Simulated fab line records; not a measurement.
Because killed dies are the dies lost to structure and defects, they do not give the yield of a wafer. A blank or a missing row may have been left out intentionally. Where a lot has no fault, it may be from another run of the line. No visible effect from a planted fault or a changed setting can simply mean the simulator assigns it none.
A lot that was struck, set against a sound lot    flow n5-finfet    38 out of 1938 route steps
Sound: the wafers L796.1, L796.2, L796.3. Wafers struck: L786.1, L786.3, L786.6. Last of all comes the cause.
Per side, at each step with rows, come the tool, then ch with its chambers, and then its first start. Under that, the readings that differ: sound wafers    struck wafers    difference of the means    sigmas: that difference in standard deviations of wafers without a fault.
alike: words and numbers the same on both sides, and readings whose means are apart by under 2 such deviations; not compared: readings that were withheld, readings missing a value for some wafer, numbers with overlapping values and no deviation given by the record, and bounds like >300 which may hide the same value.
The two part at a step that has a row with sigmas, a row that says differs or no value, or rows on one side only. Numbers that don't overlap but have no deviation are shown without sigmas and don't part them. Lack of a reading on every wafer of one side parts them only where that side has two or more wafers.

first, 9 steps without rows for these wafers: N5_DUMMY_REMOVAL_HM_STRIP_01 (strips SiNx in CH3F/O2, stops on poly-Si, target depth 4 nm, time 6.8 s); N5_DUMMY_REMOVAL_STRIP_10 (strips in N2/H2, time 40 s); N5_DUMMY_REMOVAL_PRECLEAN_07 (cleans in dHF, time 30 s); N5_DUMMY_REMOVAL_DUMMY_REMOVE_02 (chemistry TMAH, target poly-Si, stops on SiO2, target depth 142 nm, time 57 s, rinse time 30 s); N5_DUMMY_REMOVAL_PRECLEAN_08 (cleans in NF3:NH3, afs cycles 2, time 20 s, sublimation time 60 s); N5_DUMMY_REMOVAL_PRECLEAN_04 (cleans in DHF, time 37 s); N5_DUMMY_REMOVAL_SRD_05 (time 30 s); N5_HKMG_FIN_IL_REGROW_00 (material SiO2, chemistry O3, target thk 0.75 nm, time 30 s); N5_HKMG_FIN_HK_ALD_01 (deposits HfO2, target thk 1.6 nm, pulse time 3 s, purge time 3 s).
N5_HKMG_FIN_HK_ANNEAL_02: time 30 s.
  sound on rtp-anneal-02 ch 0, day 9 19:26; struck on rtp-anneal-02 ch 0, day 7 08:41
reading              sound              struck                difference  sigmas
lamp-power-pct (%)   8.87 8.83 8.84     10.30 10.27 10.39     +1.47       +26
lamp_zone_1_pct (%)  8.785 8.782 8.776  10.376 10.379 10.379  +1.597      +99 or more
lamp_zone_2_pct (%)  8.800 8.800 8.818  10.357 10.365 10.374  +1.559      +99 or more
lamp_zone_3_pct (%)  8.792 8.812 8.788  10.373 10.381 10.372  +1.578      +99 or more
lamp_zone_4_pct (%)  8.792 8.823 8.799  10.360 10.367 10.358  +1.557      +99 or more
lamp_zone_5_pct (%)  8.785 8.797 8.813  10.375 10.380 10.351  +1.570      +99 or more
lamp_zone_6_pct (%)  8.740 8.723 8.740  10.295 10.267 10.279  +1.546      +99 or more
lamp_zone_7_pct (%)  9.202 9.188 9.198  10.809 10.840 10.848  +1.636      +99 or more
  alike: wafer_temp_C_max
then, 26 steps without rows for these wafers: N5_HKMG_FIN_ALD_74 (deposits La2O3, target thk 0.5 nm, pulse time 6 s, co reactant pulse time 1 s); N5_HKMG_FIN_ALD_75 (deposits Al2O3, target thk 1 nm, co reactant pulse time 1 s); N5_HKMG_FIN_COAT_41 (time 60 s, resist thk 300 nm); N5_HKMG_FIN_COAT_42 (time 60 s, resist thk 35 nm); N5_HKMG_FIN_COAT_43 (resist thk 90 nm); N5_HKMG_FIN_EBR_45; N5_HKMG_FIN_SOFTBAKE_44 (time 60 s); N5_HKMG_FIN_EXPOSE_46 (exposes mask NDIPOLE); N5_HKMG_FIN_PEB_47 (peb time 60 s); N5_HKMG_FIN_DEVELOP_48 (develop time 30 s); N5_HKMG_FIN_DESCUM_53 (chemistry O2, time 7.9 s); N5_HKMG_FIN_ETCH_54 (etches SiARC in CF4, target depth 45.5 nm, time 75.8 s); N5_HKMG_FIN_ETCH_55 (etches SOC in N2/H2, target depth 240 nm, time 300 s); N5_HKMG_FIN_STRIP_56 (strips in N2/H2); N5_HKMG_FIN_STRIP_57 (strips in CF4); N5_HKMG_FIN_ETCH_58 (etches SOC in N2/H2, target depth 215.8 nm, time 741 s); N5_HKMG_FIN_STRIP_93 (strips SOC in N2/H2, time 20 s); N5_HKMG_FIN_WET_ETCH_76 (etches Al2O3 in dNH4OH, stops on La2O3, target depth 2.25 nm, rinse time 30 s); N5_HKMG_FIN_STRIP_60 (strips in N2/H2, time 360 s); N5_HKMG_FIN_WET_ETCH_77 (etches La2O3 in dHCl, stops on HfO2, target depth 2 nm); N5_HKMG_FIN_WET_ETCH_78 (etches Al2O3 in dNH4OH, stops on La2O3, target depth 4.5 nm, rinse time 30 s); N5_HKMG_FIN_ALD_79 (deposits TiN, target thk 1.5 nm, pulse time 1 s, purge time 3 s); N5_HKMG_FIN_CVD_62 (deposits a-Si from Si2H6, target thk 3 nm, time 20.8 s); N5_HKMG_FIN_RTA_80 (time 2 s); N5_HKMG_FIN_PRECLEAN_64 (cleans in dHF, time 30 s); N5_HKMG_FIN_WET_ETCH_65 (etches a-Si in TMAH, stops on TiN, time 49 s, target depth 3 nm).
-- here the record skips 4 days between the struck wafers' starts before and after, leaving off in module HKMG_FIN and picking up in module BEOL_M4 (first step shown: number 1111 of the route) --
N5_BEOL_M4_RC_MEAS_101:
  sound on prober-01 ch 0, day 13 08:33; struck on prober-01 ch 0, day 11 04:23
reading              sound              struck             difference  sigmas
DIBL_N (mV/V)        33.6 35.7 34.9     38.8 39.0 37.8     +3.8        +3
DIBL_P (mV/V)        33.1 35.7 35.3     39.1 39.1 39.9     +4.7        +3
EOT_P                10.38 10.37 10.39  10.69 10.74 10.69  +0.33       +4
IOFF_N (nA/um)       0.115 0.151 0.137  0.226 0.244 0.228  +0.098      +4
IOFF_P (nA/um)       0.16 0.20 0.19     0.33 0.32 0.34     +0.15       +4
ION_P (uA/um)        459 466 459        477 470 483        +15         +2
RC_DENSE_N (ohm.um)  18.8 18.9 19.0     19.9 19.6 19.7     +0.8        +3
RC_N (ohm.um)        15.38 15.35 15.50  16.24 15.99 16.02  +0.67       +3
RS_SD_N (ohm/sq)     28.21 28.28 28.44  29.74 29.43 29.67  +1.30       +4
SS_N (mV/dec)        70.3 71.5 70.6     71.6 72.7 72.0     +1.3        +2
VT_N (mV)            253.6 251.3 252.7  245.7 242.8 242.1  -9.0        -3
VT_P (mV)            -253 -249 -253     -240 -242 -239     +11         +3
  alike: ION_N, SS_P
-- record jumps: 4 days separate the struck wafers' starts on either side; left off in module BEOL_M4, taken up again in module PASSIVATION, whose first shown step is the route's number 1936 --
N5_PASSIVATION_PROBE_49:
  struck on prober-02, day 15 10:41; sound on prober-01, day 18 00:44
  alike: defect-limited-yield, killed_at_M0_to_M3, killed_at_M4_up, killed-at-contacts, killed-at-front-end, killed-at-other, killed-dies, killed-open, killed-short, sort_bin_5_function, sort_bin_6_memory, sort-n-pass, sort-yield-pct
  not compared: sort_bin_4_leakage

== WHERE THEY PART ==
At N5_HKMG_FIN_HK_ANNEAL_02 first; at N5_BEOL_M4_RC_MEAS_101 last (within this record only). Later steps at which nothing parts them and some readings are alike: N5_PASSIVATION_PROBE_49.

WHY: the cause the simulator had injected
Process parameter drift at N5_HKMG_FIN_HK_ANNEAL_02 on rtp-anneal-02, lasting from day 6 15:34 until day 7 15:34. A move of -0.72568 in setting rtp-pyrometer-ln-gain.
